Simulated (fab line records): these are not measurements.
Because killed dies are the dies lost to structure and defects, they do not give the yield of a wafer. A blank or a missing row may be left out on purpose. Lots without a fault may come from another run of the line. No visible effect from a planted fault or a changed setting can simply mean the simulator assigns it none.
fab line records	flow nandHarc
record: lots: 6	wafers: 18	lastDay: 33
route steps=1302 shown P_BONDPAD@360 END@1302
lots that met no fault: taken from a fault-free run of the same line
startH: hours from the record's first day to the start of the lot's first wafer shown	waitH: hours from the lot's prior step to this one	" repeats the value in the row above	L1.1+2: a row that stands for several wafers	- value missing, or start not given	* or withheld: withheld	< > ~ a bound
route shown NAME@n: names a module that has steps shown in the file, with the first one's number in the route	usual: the fault-free wafers' mean and standard deviation	same: alike in all rows	chamber/n: place in a boat	sites: the reading at each site	_std_site: standard deviation across them	_edge_site: outer sites' mean less inner sites'	radiusMm: how far each site lies from the wafer's centre	mask NAME#n: copy n	behind: the last tool/chamber to shape the wafer	hold: the reason the lot was held/the length of the hold in hours/how it ended	device: names the non-switching transistor (n, p or np)	end of line: the same wafers' tests at the end of the route	where a step has no rows: the recipe by itself	killed: at the first sort, the dies lost to defects and structure; wafer yield is something else	map: dies across one wafer; x = killed, . = not, _ = none there
set.NAME: setting as actually run; set.NAME@STEP: the setting as run at that earlier step	model.NAME: the simulator's own value behind a step, which no gauge read
certain route steps with their lots: each step a table, each wafer a row
services: when a tool's chamber went out of use (startH, in hours from the record's first day, below 0 if earlier), for how many hours, and the reason
== steps ==
step: NHARC_P_BONDPAD_EBR_05
step: NHARC_P_BONDPAD_EXPOSE_06
recipe: na: 0.55	doseMj: 37.06	maskId: P_BPAD
step: NHARC_P_BONDPAD_PEB_07
recipe: pebTempC: 128	pebTimeS: 80
step: NHARC_P_BONDPAD_DEVELOP_08
recipe: timeS: 50	devTempC: 22
step: NHARC_P_BONDPAD_CD_MEAS_09
recipe: targetCdNm: 500	landingEnergyEv: 500
usual: cdNm: 500.2/1.7
lot.wafer	tool	chamber	startH	waitH	cdNm
L644.3	cdSem-02	0	193.12	-	500.6
L644.5	"	0	"	"	500.5
L644.6	"	0	"	"	499.2
L645.1	cdSem-01	0	210.33	-	503.0
L645.4	"	0	"	"	501.7
L645.5	"	0	"	"	502.7
L652.1	cdSem-01	0	282.34	-	501.7
L652.4	"	0	"	"	501.5
L652.5	"	0	"	"	499.7
L656.2	cdSem-02	0	313.37	-	499.1
L656.3	"	0	"	"	501.9
L656.4	"	0	"	"	501.1
L658.1	cdSem-02	0	338.96	-	502.5
L658.2	"	0	"	"	502.4
L658.6	"	0	"	"	503.3
L659.2	cdSem-03	0	353.68	-	499.9
L659.3	"	0	"	"	499.4
L659.6	"	0	"	"	500.0
step: NHARC_P_BONDPAD_OVL_MEAS_38
usual: overlayXNm: 0/4.3	overlayYNm: -1/4.9
lot.wafer	tool	chamber	startH	waitH	overlayXNm	overlayYNm
L644.3	overlay-02	-	193.21	-	-2	4
L644.5	"	-	"	"	-3	4
L644.6	"	-	"	"	-3	4
L645.1	overlay-01	-	210.42	-	1	-8
L645.4	"	-	"	"	1	-8
L645.5	"	-	"	"	1	-8
L652.1	overlay-02	-	282.43	-	1	-9
L652.4	"	-	"	"	2	-9
L652.5	"	-	"	"	1	-9
L656.2	overlay-01	-	313.46	-	-2	-1
L656.3	"	-	"	"	-2	-1
L656.4	"	-	"	"	-2	-1
L658.1	overlay-01	-	339.05	-	-7	-5
L658.2	"	-	"	"	-7	-4
L658.6	"	-	"	"	-7	-5
L659.2	overlay-02	-	353.76	-	0	-7
L659.3	"	-	"	"	1	-8
L659.6	"	-	"	"	1	-7
step: NHARC_P_BONDPAD_HARDBAKE_10
recipe: tempC: 118	timeS: 65
step: NHARC_P_BONDPAD_DESCUM_11
recipe: timeS: 3	o2FlowSccm: 200	arFlowSccm: 0	biasPowerW: 0	chemistry: O2
usual: drypumpMotorCurrentA: 5.6/0.56	mfcArSccm: 0.004/0.0065	oesProductAu: 1.000/0.0078	rfVppV: 58.0/1	showerheadPlenumPTorr: 1.92/0.08	throttleValvePct: 11.310/0.0093
lot.wafer	tool	chamber	startH	waitH	drypumpMotorCurrentA	mfcArSccm	oesProductAu	rfHoursCounterH	rfVppV	showerheadPlenumPTorr	throttleValvePct
L644.3	rieDiel-10	1	193.35	-	6.3	0	1.000	6.9	60.9	1.95	11.317
L644.6	"	2	"	"	6.4	0	0.993	-	57.6	1.83	11.297
L644.5	"	1	"	"	6.3	0	0.999	-	57.7	1.95	11.319
L645.4	rieDiel-02	2	210.54	-	5.3	0	0.988	3.3	59.0	2.01	11.299
L645.1	"	0	"	"	5.4	0.019	1.001	3.6	59.6	1.89	11.313
L645.5	"	3	"	"	6.6	0.009	0.986	-	57.7	1.94	11.327
L652.4	rieDiel-12	1	282.56	-	5.3	0.004	0.992	0.2	58.5	2.05	11.315
L652.1	"	2	"	"	5.8	0	1.007	0.3	59.6	1.82	11.307
L652.5	"	2	"	"	5.9	0	1.008	-	58.4	1.82	11.326
L656.4	rieDiel-12	0	313.59	-	5.2	0	1.007	2.9	57.5	1.78	11.319
L656.2	"	2	"	"	5.9	0	1.003	2.4	54.6	1.82	11.318
L656.3	"	3	"	"	5.9	0	0.997	2.8	58.2	1.82	11.307
L658.1	rieDiel-12	2	339.18	-	5.9	0	1.015	4.2	58.1	1.82	11.316
L658.2	"	3	"	"	5.9	0	1.009	4.4	58.0	1.82	11.312
L658.6	"	2	"	"	5.9	0	1.007	-	58.1	1.82	11.310
L659.2	rieDiel-10	3	353.89	-	5.1	0	0.998	6.1	59.2	2.05	11.317
L659.3	"	1	"	"	6.3	0	0.995	7.2	58.2	1.94	11.304
L659.6	"	3	"	"	5.1	0	0.992	-	59.3	2.06	11.324
step: NHARC_P_BONDPAD_ETCH_37
recipe: targetDepthA: 600	overetchA: 180	timeS: 65.91	ionEnergyEv: 200	n2FlowSccm: 150	h2FlowSccm: 150	arFlowSccm: 0	rfW: 400	biasW: 150	chemistry: N2/H2
usual: drypumpMotorCurrentA: 5.6/0.57	mfcArSccm: 0.004/0.0065	oesProductAu: 1.000/0.0067	rfVppV: 430.5/2.5	runLengthS: 87.1/0.43	showerheadPlenumPTorr: 2.04/0.087	throttleValvePct: 14.171/0.01
lot.wafer	tool	chamber	startH	waitH	drypumpMotorCurrentA	mfcArSccm	oesProductAu	rfHoursCounterH	rfVppV	runLengthS	showerheadPlenumPTorr	throttleValvePct
L644.3	rieDiel-10	0	193.43	0.1	5.4	0.012	1.000	6.9	428.7	87.2	2.04	14.168
L644.6	"	1	"	"	6.3	0	1.003	-	432.2	86.4	2.08	14.155
L644.5	"	2	"	"	6.5	0	0.995	-	429.2	86.5	1.95	14.168
L645.4	rieDiel-02	3	210.64	0.1	6.6	0.009	1.000	3.4	429.5	86.7	2.07	14.158
L645.1	"	0	"	"	5.4	0.019	1.008	3.6	430.9	87.0	2.01	14.180
L645.5	"	1	"	"	4.9	0	1.005	-	430.3	87.5	2.05	14.188
L652.4	rieDiel-12	0	282.64	0.1	5.2	0	1.003	0.2	426.2	86.9	1.89	14.164
L652.1	"	1	"	"	5.3	0.004	0.999	0.2	433.9	88.0	2.19	14.179
L652.5	"	0	"	"	5.2	0	0.997	-	426.4	86.7	1.89	14.179
L656.2	rieDiel-12	2	313.67	0.1	5.8	0	1.008	2.4	427.0	86.9	1.94	14.166
L656.3	"	3	"	"	5.9	0	1.002	2.8	427.6	87.7	1.94	14.160
L656.4	"	1	"	"	5.3	0.004	0.996	2.5	435.7	87.4	2.19	14.173
L658.2	rieDiel-12	0	339.26	0.1	5.2	0	1.010	4.4	425.9	86.7	1.89	14.177
L658.1	"	2	"	"	5.9	0	1.001	4.2	426.2	86.9	1.93	14.184
L658.6	"	0	"	"	5.2	0	1.007	-	427.1	86.7	1.89	14.168
L659.2	rieDiel-10	1	353.98	0.1	6.3	0	1.006	7.3	432.5	86.8	2.07	14.179
L659.3	"	3	"	"	5.1	0	1.001	6.1	436.0	87.1	2.19	14.176
L659.6	"	1	"	"	6.3	0	0.993	-	433.2	86.7	2.07	14.173
step: NHARC_P_BONDPAD_ETCH_12
recipe: targetDepthA: 2000	timeS: 100	chf3FlowSccm: 50	o2FlowSccm: 10	arFlowSccm: 200	rfW: 500	biasW: 200	chemistry: CHF3/O2
usual: drypumpMotorCurrentA: 5.6/0.56	mfcArSccm: 200.0/0.61	oesProductAu: 0.938/0.02	rfVppV: 370.6/2.3	runLengthS: 121.2/0.4	showerheadPlenumPTorr: 2.40/0.094	throttleValvePct: 20.572/0.0088
lot.wafer	tool	chamber	startH	waitH	drypumpMotorCurrentA	mfcArSccm	oesProductAu	rfHoursCounterH	rfVppV	runLengthS	showerheadPlenumPTorr	throttleValvePct
L644.3	rieDiel-10	2	-	-	6.4	200.0	0.918	6.6	368.4	120.9	2.30	20.572
L644.5	"	0	"	"	5.4	200.4	0.924	-	370.8	121.2	2.40	20.575
L644.6	"	1	"	"	6.3	200.3	0.920	-	371.5	120.5	2.44	20.582
L645.1	rieDiel-02	1	-	-	4.9	199.6	0.968	3.6	370.3	121.7	2.42	20.572
L645.4	"	2	"	"	5.4	200.6	0.957	3.4	373.6	120.7	2.52	20.561
L645.5	"	3	"	"	6.6	199.2	0.951	-	371.7	121.0	2.44	20.579
L652.1	rieDiel-12	3	-	-	5.9	200.3	0.975	0.3	367.9	121.1	2.30	20.569
L652.4	"	1	"	"	5.3	199.8	0.958	0.3	374.2	121.5	2.56	20.579
L652.5	"	0	"	"	5.2	200.5	0.983	-	367.1	120.9	2.24	20.550
L656.3	rieDiel-12	1	-	-	5.3	199.5	0.961	2.5	373.5	121.9	2.56	20.567
L656.2	"	2	"	"	5.9	199.7	0.979	2.5	368.3	121.0	2.29	20.563
L656.4	"	3	"	"	5.8	199.8	0.981	2.8	369.9	120.9	2.30	20.568
L658.1	rieDiel-12	1	-	-	5.3	199.6	0.928	4.2	373.1	121.8	2.56	20.579
L658.2	"	2	"	"	5.9	200.0	0.937	4.2	368.6	121.6	2.29	20.563
L658.6	"	0	"	"	5.2	199.4	0.925	-	367.0	121.0	2.24	20.579
L659.2	rieDiel-10	1	-	-	6.3	199.7	0.913	7.3	369.8	120.5	2.44	20.560
L659.3	"	3	"	"	5.1	199.4	0.918	6.1	373.8	121.2	2.57	20.586
L659.6	"	1	"	"	6.3	200.2	0.916	-	370.0	120.4	2.44	20.583
step: NHARC_P_BONDPAD_CD_MEAS_13
usual: cdNm: 499.8/1.7
lot.wafer	tool	chamber	startH	waitH	cdNm
L644.3	cdSem-02	-	193.70	-	500.8
L644.5	"	-	"	"	499.8
L644.6	"	-	"	"	500.5
L645.1	cdSem-02	-	210.86	-	502.7
L645.4	"	-	"	"	501.6
L645.5	"	-	"	"	502.1
L652.1	cdSem-03	-	282.87	-	502.3
L652.4	"	-	"	"	500.8
L652.5	"	-	"	"	500.0
L656.2	cdSem-01	-	313.90	-	500.0
L656.3	"	-	"	"	502.4
L656.4	"	-	"	"	501.7
L658.1	cdSem-01	-	339.49	-	501.9
L658.2	"	-	"	"	501.9
L658.6	"	-	"	"	502.3
L659.2	cdSem-03	-	354.20	-	499.1
L659.3	"	-	"	"	498.4
L659.6	"	-	"	"	499.7
step: NHARC_P_BONDPAD_STRIP_15
recipe: o2FlowSccm: 500	arFlowSccm: 0	biasW: 0	chemistry: O2
usual: drypumpMotorCurrentA: 5.7/0.54	mfcArSccm: 0.004/0.0063	oesProductAu: 1.001/0.0069	rfVppV: 57.7/0.87	showerheadPlenumPTorr: 3.51/0.14	throttleValvePct: 17.035/0.0084
lot.wafer	tool	chamber	startH	waitH	drypumpMotorCurrentA	mfcArSccm	oesProductAu	rfHoursCounterH	rfVppV	showerheadPlenumPTorr	throttleValvePct
L644.3	rieDiel-02	0	193.78	0.1	5.4	0.019	0.989	3.2	56.6	3.49	17.039
L644.6	"	3	"	"	6.5	0.009	0.985	-	59.9	3.58	17.034
L644.5	"	0	"	"	5.4	0.019	0.992	-	58.7	3.48	17.045
L645.1	rieDiel-10	2	210.95	0.1	6.5	0	0.998	7.1	57.0	3.38	17.040
L645.4	"	1	"	"	6.3	0	1.001	-	57.6	3.59	17.029
L645.5	"	0	"	"	5.5	0.012	0.997	-	57.4	3.53	17.041
L652.4	rieDiel-10	0	282.94	0.1	5.4	0.012	0.987	2.9	58.1	3.53	17.036
L652.1	"	1	"	"	6.3	0	0.991	2.9	56.9	3.58	17.026
L652.5	"	0	"	"	5.4	0.012	1.005	-	57.0	3.53	17.032
L656.2	rieDiel-10	1	313.97	0.1	6.3	0	1.001	4.5	58.4	3.58	17.029
L656.4	"	3	"	"	5.1	0	1.000	2.7	58.6	3.77	17.034
L656.3	"	0	"	"	5.4	0.012	0.996	4.5	58.1	3.52	17.045
L658.1	rieDiel-02	1	339.58	0.1	4.9	0	1.004	3.2	57.9	3.55	17.050
L658.2	"	2	"	"	5.3	0	0.990	3.6	59.5	3.70	17.036
L658.6	"	1	"	"	4.9	0	1.000	-	58.0	3.55	17.048
L659.2	rieDiel-12	3	354.27	0.1	5.9	0	0.990	5.3	57.7	3.37	17.031
L659.3	"	0	"	"	5.2	0	1.017	5.3	56.8	3.29	17.038
L659.6	"	3	"	"	5.9	0	1.001	-	57.1	3.37	17.045
step: NHARC_P_BONDPAD_ETCH_24
recipe: targetDepthA: 300	overEtchFrac: 0.3	timeS: 72.99	ionEnergyEv: 150	cf4FlowSccm: 50	n2FlowSccm: 100	arFlowSccm: 150	rfW: 300	biasW: 100	chemistry: CF4/N2
usual: drypumpMotorCurrentA: 5.7/0.54	mfcArSccm: 150.0/0.46	oesProductAu: 1.000/0.0078	rfVppV: 314.0/2	runLengthS: 94.2/0.38	showerheadPlenumPTorr: 2.61/0.11	throttleValvePct: 19.794/0.01
lot.wafer	tool	chamber	startH	waitH	drypumpMotorCurrentA	mfcArSccm	oesProductAu	rfHoursCounterH	rfVppV	runLengthS	showerheadPlenumPTorr	throttleValvePct
L644.3	rieDiel-02	0	193.92	-	5.4	150.6	1.004	3.2	312.9	94.1	2.59	19.800
L644.6	"	3	"	"	6.6	149.8	0.997	-	314.7	94.0	2.66	19.790
L644.5	"	0	"	"	5.4	150.4	1.004	-	315.2	94.1	2.59	19.800
L645.1	rieDiel-10	2	211.11	0.1	6.4	150.5	1.006	7.1	313.2	93.7	2.52	19.818
L645.5	"	2	"	"	6.5	150.4	1.002	-	311.9	93.6	2.52	19.812
L645.4	"	1	"	"	6.3	150.5	1.011	-	315.2	93.4	2.67	19.804
L652.4	rieDiel-10	0	283.10	-	5.4	149.7	0.996	2.9	314.0	102.7	2.62	19.796
L652.1	"	2	"	"	6.4	149.3	1.001	2.2	311.0	101.8	2.51	19.819
L652.5	"	0	"	"	5.4	149.4	1.009	-	314.9	102.6	2.62	19.786
L656.3	rieDiel-10	1	314.12	-	6.3	150.3	0.997	4.6	314.1	102.1	2.67	19.802
L656.4	"	3	"	"	5.1	150.5	1.003	2.7	317.2	102.4	2.81	19.790
L656.2	"	0	"	"	5.4	150.1	0.991	4.5	315.3	103.1	2.62	19.793
L658.2	rieDiel-02	0	339.72	-	5.4	150.4	0.990	2.9	313.8	93.9	2.59	19.779
L658.1	"	2	"	"	5.3	149.7	0.988	3.6	316.5	93.9	2.76	19.782
L658.6	"	1	"	"	4.9	150.4	0.986	-	313.9	94.6	2.64	19.802
L659.3	rieDiel-12	2	354.44	-	5.9	150.3	1.005	5.1	313.5	94.6	2.50	19.803
L659.2	"	3	"	"	5.9	149.8	1.013	5.3	313.1	93.9	2.51	19.805
L659.6	"	0	"	"	5.2	149.9	1.018	-	313.6	93.8	2.45	19.793
step: NHARC_P_BONDPAD_STRIP_16
recipe: timeS: 600	tempC: 30	chemistry: postEtchResidueRemover
step: NHARC_END_SORT_01
recipe: tempC: 25
usual: defectLimitedYield: 91.6/2.6	killedAtArray: 52/17	killedAtOther: 0.8/1.1	killedAtPeriphery: 3.2/2.2	killedDies: 57/17	killedOpen: 3.4/1.8	killedShort: 2.4/1.6	sort_bin_2_pct: 2.9/1.1	sort_bin_3_pct: 0.6/0.38	sort_bin_4_pct: 4.8/1.5	sortNPass: 620/17	sortRimYieldPct: 92/4.9	sortYieldPct: 91.6/2.6
same: grossDies: 677	sort_bin_5_pct[%]: 0	sort_bin_6_pct[%]: 0	sort_bin_7_pct[%]: 0	sort_bin_8_pct[%]: 0	sortRimNGross: 106.00
lot.wafer	tool	chamber	startH	waitH	defectLimitedYield[%]	killedAtArray	killedAtOther	killedAtPeriphery	killedDies	killedOpen	killedShort	sort_bin_2_pct[%]	sort_bin_3_pct[%]	sort_bin_4_pct[%]	sortNPass	sortRimYieldPct[%]	sortYieldPct[%]
L644.3	prober-02	0	621.02	3.1	89.8	66	0	3	69	3	2	3.1	0.6	6.5	608	96	89.8
L644.5	prober-02	0	622.62	3.7	91.1	60	0	0	60	2	4	3.2	0.4	5.2	617	98	91.1
L644.6	prober-02	0	623.41	4.0	91.6	54	0	3	57	6	3	2.8	0.3	5.3	620	88	91.6
L645.1	prober-02	0	631.60	2.5	94.5	32	0	5	37	2	1	1.6	0.6	3.2	640	98	94.5
L645.4	prober-02	0	633.98	3.4	92.3	48	0	4	52	5	3	2.8	0.4	4.4	625	97	92.3
L645.5	prober-02	0	634.78	3.7	93.2	41	0	5	46	4	0	2.7	0.3	3.8	631	92	93.2
L652.1	prober-02	0	702.35	2.5	91.3	51	2	6	59	6	3	4.0	0.4	4.3	618	97	91.3
L652.4	prober-02	0	704.76	3.4	92.0	53	0	1	54	3	2	2.5	0.4	5.0	623	100	92.0
L652.5	prober-02	0	705.57	3.7	93.6	40	0	3	43	0	1	2.2	0.3	3.8	634	92	93.6
L656.2	prober-02	0	743.04	2.8	88.2	74	4	2	80	2	2	4.6	1.2	6.1	597	92	88.2
L656.3	prober-02	0	743.84	3.1	86.7	86	2	2	90	3	2	4.9	1.2	7.2	587	89	86.7
L656.4	prober-02	0	744.64	3.4	87.1	86	1	0	87	3	1	5.9	1.5	5.5	590	92	87.1
L658.1	prober-02	0	765.25	2.5	95.0	34	0	0	34	1	0	2.1	0.4	2.5	643	91	95.0
L658.2	prober-02	0	766.04	2.8	92.5	50	0	1	51	2	4	1.9	0.6	5.0	626	98	92.5
L658.6	prober-02	0	769.18	3.9	93.6	40	0	3	43	3	5	1.3	0.6	4.4	634	91	93.6
L659.2	prober-02	0	783.15	2.8	92.6	45	0	5	50	5	1	2.4	0.7	4.3	627	95	92.6
L659.3	prober-02	0	783.95	3.1	93.6	43	0	0	43	3	5	2.4	0	4.0	634	99	93.6
L659.6	prober-02	0	786.35	4.0	95.4	25	1	5	31	2	3	1.3	0.1	3.1	646	99	95.4
killed by level:class
L644.3 A_CHANNEL_HOLE_D1:chamberFilmFlake=39 A_CHANNEL_HOLE_D2:chamberFilmFlake=14 A_SLIT:chamberFilmFlake=4 A_CONTACT:chamberFilmFlake=3 A_CHANNEL_FILL_D2:geometricParticle:open=2 P_CONTACT:geometricParticle:short=1 A_ONON_D2:geometricParticle:open=1 A_CHANNEL_FILL_D2:geometricParticle:short=1
L644.5 A_CHANNEL_HOLE_D1:chamberFilmFlake=33 A_CHANNEL_HOLE_D2:chamberFilmFlake=12 A_SLIT:chamberFilmFlake=3 A_CONTACT:chamberFilmFlake=3 A_CHANNEL_FILL_D2:geometricParticle:short=2 A_DECK1_JOINT:geometricParticle:open=1 A_DECK1_JOINT:geometricParticle:short=1 A_STAIRCASE:geometricParticle:short=1
L644.6 A_CHANNEL_HOLE_D1:chamberFilmFlake=26 A_CHANNEL_HOLE_D2:chamberFilmFlake=14 A_SLIT:chamberFilmFlake=4 A_CONTACT:chamberFilmFlake=3 P_M1:geometricParticle:open=2 A_WL_FILL:geometricParticle:short=2 P_M2:geometricParticle:short=1 A_ONON_D1:geometricParticle:open=1
L645.1 A_CHANNEL_HOLE_D2:chamberFilmFlake=23 P_GATE:chamberFilmFlake=2 A_CHANNEL_HOLE_D1:chamberFilmFlake=2 A_M1:chamberFilmFlake=2 A_CONTACT:chamberFilmFlake=2 A_CHANNEL_HOLE_D1:geometricParticle:short=1 A_CHANNEL_FILL_D1:geometricParticle:open=1 A_ONON_D2:geometricParticle:open=1
L645.4 A_CHANNEL_HOLE_D2:chamberFilmFlake=32 A_CHANNEL_HOLE_D1:chamberFilmFlake=5 A_ONON_D2:geometricParticle:short=2 A_CONTACT:chamberFilmFlake=2 P_CONTACT:geometricParticle:open=1 P_M0:geometricParticle:open=1 A_CHANNEL_FILL_D1:geometricParticle:open=1 A_CHANNEL_HOLE_D2:geometricParticle:open=1
L645.5 A_CHANNEL_HOLE_D2:chamberFilmFlake=24 A_CONTACT:chamberFilmFlake=7 A_CHANNEL_HOLE_D1:chamberFilmFlake=4 A_SLIT:chamberFilmFlake=3 P_GATE:chamberFilmFlake=2 P_M0:geometricParticle:open=1 A_CHANNEL_FILL_D1:geometricParticle:open=1 A_WL_FILL:geometricParticle:open=1
L652.1 A_CHANNEL_HOLE_D1:chamberFilmFlake=33 A_CONTACT:chamberFilmFlake=7 A_CHANNEL_FILL_D2:geometricParticle:short=2 P_GATE:chamberFilmFlake=2 P_BONDPAD:chamberFilmFlake=2 A_SLIT:chamberFilmFlake=2 THIN_TSV:chamberFilmFlake=2 P_CONTACT:geometricParticle:short=1
L652.4 A_CHANNEL_HOLE_D1:chamberFilmFlake=38 A_CONTACT:chamberFilmFlake=4 A_ZERO_WELL:chamberFilmFlake=3 A_STAIRCASE:chamberFilmFlake=3 P_CONTACT:geometricParticle:open=1 A_ONON_D1:geometricParticle:open=1 A_CHANNEL_HOLE_D1:geometricParticle:short=1 A_CHANNEL_FILL_D2:geometricParticle:open=1
L652.5 A_CHANNEL_HOLE_D1:chamberFilmFlake=23 A_STAIRCASE:chamberFilmFlake=5 A_CONTACT:chamberFilmFlake=5 A_SLIT:chamberFilmFlake=3 P_GATE:chamberFilmFlake=2 A_WL_FILL:chamberFilmFlake=2 A_CHANNEL_HOLE_D2:geometricParticle:short=1 P_BONDPAD:chamberFilmFlake=1
L656.2 A_SLIT:chamberFilmFlake=26 A_CHANNEL_HOLE_D1:chamberFilmFlake=21 A_CHANNEL_HOLE_D2:chamberFilmFlake=16 THIN_TSV:chamberFilmFlake=4 A_CONTACT:chamberFilmFlake=3 A_STAIRCASE:chamberFilmFlake=2 P_CONTACT:geometricParticle:open=1 A_DECK1_JOINT:geometricParticle:short=1
L656.3 A_CHANNEL_HOLE_D1:chamberFilmFlake=35 A_SLIT:chamberFilmFlake=25 A_CHANNEL_HOLE_D2:chamberFilmFlake=11 A_CONTACT:chamberFilmFlake=4 A_WL_FILL:chamberFilmFlake=3 A_STAIRCASE:chamberFilmFlake=2 P_M0:geometricParticle:open=1 A_DECK1_JOINT:geometricParticle:open=1
L656.4 A_SLIT:chamberFilmFlake=28 A_CHANNEL_HOLE_D1:chamberFilmFlake=24 A_CHANNEL_HOLE_D2:chamberFilmFlake=14 A_WL_FILL:chamberFilmFlake=7 A_STAIRCASE:chamberFilmFlake=3 A_CONTACT:chamberFilmFlake=2 A_DECK1_JOINT:chamberFilmFlake=2 A_CHANNEL_HOLE_D1:geometricParticle:open=1
L658.1 A_SLIT:chamberFilmFlake=23 A_CHANNEL_HOLE_D1:chamberFilmFlake=7 A_CONTACT:chamberFilmFlake=3 A_WL_FILL:geometricParticle:open=1
L658.2 A_SLIT:chamberFilmFlake=30 A_CHANNEL_HOLE_D1:chamberFilmFlake=11 A_CONTACT:chamberFilmFlake=2 P_GATE:geometricParticle:short=1 A_CHANNEL_FILL_D2:geometricParticle:open=1 A_SGD_CUT:geometricParticle:short=1 A_WL_FILL:geometricParticle:short=1 A_CONTACT:geometricParticle:open=1
L658.6 A_SLIT:chamberFilmFlake=24 A_CHANNEL_HOLE_D1:chamberFilmFlake=6 A_ONON_D1:geometricParticle:short=2 A_CONTACT:chamberFilmFlake=2 P_GATE:geometricParticle:open=1 P_GATE:geometricParticle:short=1 P_CONTACT:geometricParticle:open=1 A_CHANNEL_FILL_D1:geometricParticle:short=1
L659.2 A_CHANNEL_HOLE_D1:chamberFilmFlake=15 A_SLIT:chamberFilmFlake=12 A_M0:chamberFilmFlake=5 P_STI:chamberFilmFlake=2 A_DECK1_JOINT:chamberFilmFlake=2 A_CONTACT:chamberFilmFlake=2 P_M2:geometricParticle:open=1 A_CHANNEL_HOLE_D1:geometricParticle:open=1
L659.3 A_CHANNEL_HOLE_D1:chamberFilmFlake=17 A_SLIT:chamberFilmFlake=8 A_CONTACT:chamberFilmFlake=4 A_M0:chamberFilmFlake=3 A_SOURCE_PLATE:geometricParticle:short=1 A_CHANNEL_FILL_D1:geometricParticle:short=1 A_CONTACT:geometricParticle:open=1 A_ONON_D2:geometricParticle:short=1
L659.6 A_CHANNEL_HOLE_D1:chamberFilmFlake=11 A_SLIT:chamberFilmFlake=7 P_CONTACT:geometricParticle:open=2 A_CONTACT:chamberFilmFlake=2 P_M2:geometricParticle:short=1 A_SOURCE_PLATE:geometricParticle:short=1 A_CHANNEL_FILL_D1:geometricParticle:short=1 P_STI:chamberFilmFlake=1
== services ==
tool	chamber	startH	hours	kind
rieDiel-10	0	173.69	-	clean
rieDiel-10	1	173.69	-	clean
rieDiel-10	2	173.69	-	clean
rieDiel-10	3	173.69	-	clean
rieDiel-02	2	174.18	7.8	repair
rieDiel-10	1	196.41	7.7	repair
rieDiel-10	0	198.26	-	clean
rieDiel-10	2	198.26	-	clean
rieDiel-10	3	198.26	-	clean
rieDiel-12	1	209.77	32.7	repair
rieDiel-02	-	216.70	9.0	pm
rieDiel-10	0	222.76	-	clean
rieDiel-10	1	222.76	-	clean
rieDiel-10	2	222.76	-	clean
rieDiel-10	3	222.76	-	clean
rieDiel-10	-	243.62	9.0	pm
rieDiel-10	0	243.62	9.0	ventCycle
rieDiel-10	1	243.62	9.0	ventCycle
rieDiel-10	2	243.62	9.0	ventCycle
rieDiel-10	3	243.62	24.5	ventCycle
rieDiel-02	0	247.03	18.9	repair
rieDiel-12	-	268.42	9.0	pm
rieDiel-02	3	276.56	3.8	repair
rieDiel-10	3	343.77	7.8	repair
== key ==
firstSign: step: NHARC_P_BONDPAD_ETCH_24	reading: runLengthS	direction: up	sigmas: 22	usual: *	struck: *
effect none on later readings
metAt NHARC_P_BONDPAD_ETCH_24
struckWafers L652.1,L652.4,L652.5,L656.2,L656.3,L656.4
onsetBetween 211.11 283.10
fault: kind: processParameterDrift	tool: rieDiel-10	chamber: -	onsetH: 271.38	steps: NHARC_P_BONDPAD_ETCH_24	channel: timeS	offset: *	shape: step	endH: 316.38	actsIn: *	stated: *
